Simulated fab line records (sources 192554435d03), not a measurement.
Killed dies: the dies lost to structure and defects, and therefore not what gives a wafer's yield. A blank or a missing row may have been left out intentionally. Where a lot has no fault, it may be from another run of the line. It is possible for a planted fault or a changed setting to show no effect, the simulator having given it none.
Matching of chambers | flow n5-finfet | N5_BEOL_M0_SAQP_DESCUM_19 on rie-diel-04: 4 sister chambers
The step chemistry O2, time 7.9 s. 8 wafers are shown with their chamber, then 8 later ones without.

WAFERS PAIRED WITH THEIR CHAMBERS
wafer  | chamber | drypump-motor-current-A (A) | showerhead-plenum-p-Torr (Torr)
L077.5 | 0       | 6.2                         | 2.09
L081.1 | 1       | 5.4                         | 2.04
L081.2 | 3       | 6.0                         | 2.00
L081.3 | 2       | 4.8                         | 2.17
L091.3 | 3       | 6.0                         | 2.00
L091.4 | 0       | 6.3                         | 2.09
L091.6 | 2       | 4.7                         | 2.16
L092.4 | 1       | 5.4                         | 2.03

WAFERS WHOSE CHAMBER IS MISSING
wafer  | drypump-motor-current-A (A) | showerhead-plenum-p-Torr (Torr)
L092.5 | 6.0                         | 1.99
L092.6 | 4.7                         | 2.16
L093.1 | 6.3                         | 2.08
L093.4 | 4.8                         | 2.16
L093.6 | 4.8                         | 2.16
L094.1 | 4.8                         | 2.16
L094.2 | 5.4                         | 2.03
L094.3 | 6.3                         | 2.08

WHICH CHAMBER EACH WENT THROUGH
wafer  | from the rows above | in truth
L092.5 | 3                   | 3
L092.6 | 2                   | 2
L093.1 | 0                   | 0
L093.4 | 2                   | 2
L093.6 | 2                   | 2
L094.1 | 2                   | 2
L094.2 | 1                   | 1
L094.3 | 0                   | 0
Correctly placed: 8 of 8. Left unplaced by these rows: 0. Wrongly placed: 0.
How it was worked out, from the rows above alone: a wafer's distance from a chamber is the root of the sum, over the readings, of the square of ((its reading less the chamber's mean) divided by the reading's scatter). If the next closest chamber is less than 2 further off than the closest, the wafer can't be placed; otherwise it belongs to the closest. Each chamber's mean is taken over the wafers shown for it. How the scatter is found: for the shown wafers, subtract from each reading the mean of its chamber, square and add these, divide the total by (wafers less chambers), then take the root.
